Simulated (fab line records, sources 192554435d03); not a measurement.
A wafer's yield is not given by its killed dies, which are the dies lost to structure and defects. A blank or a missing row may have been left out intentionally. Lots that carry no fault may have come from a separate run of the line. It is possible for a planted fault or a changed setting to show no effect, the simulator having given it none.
Matching of chambers -- flow n5-finfet -- N5_BEOL_M9_ILD_DEP_00 on pecvd-04 has 3 sister chambers
The step deposits SiCOH lowk from DEMS/porogen, target thk 308.51 nm, time 58 s. 6 wafers are shown with their chamber, then 10 later ones without.

## WAFERS PAIRED WITH THEIR CHAMBERS
wafer,chamber,throttle-valve-pct (%),heater-power-w (W)
L079.6,1,14.1,297
L082.2,2,12.9,323
L082.3,0,13.3,293
L082.4,0,13.4,292
L084.3,2,12.9,375
L084.5,1,14.0,286

## WAFERS WHOSE CHAMBER IS MISSING
wafer,throttle-valve-pct (%),heater-power-w (W)
L084.6,12.8,377
L087.1,13.1,305
L087.3,12.8,387
L087.6,12.9,373
L086.1,12.8,322
L086.4,13.1,293
L086.5,12.8,341
L095.2,14.5,269
L095.3,14.1,276
L095.6,13.0,357

## WHICH CHAMBER EACH WENT THROUGH
wafer,from the rows above,in truth
L084.6,2,2
L087.1,can't be placed: 2 or 0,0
L087.3,2,2
L087.6,2,2
L086.1,2,2
L086.4,can't be placed: 2 or 0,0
L086.5,2,2
L095.2,1,1
L095.3,1,1
L095.6,2,2
Correctly placed: 8 of 10. These rows do not allow placing 2 (true chamber among the candidates in 2). Placed wrongly: 0.
How it was worked out, from the rows above alone: a wafer's distance from a chamber is the root of the sum, over the readings, of the square of ((its reading less the chamber's mean) divided by the reading's scatter). The wafer belongs to the nearest chamber; if the next one is less than 2 further off, it can't be placed. The mean given for a chamber averages the wafers shown for that chamber. How the scatter is found: for the shown wafers, subtract from each reading the mean of its chamber, square and add these, divide the total by (wafers less chambers), then take the root.
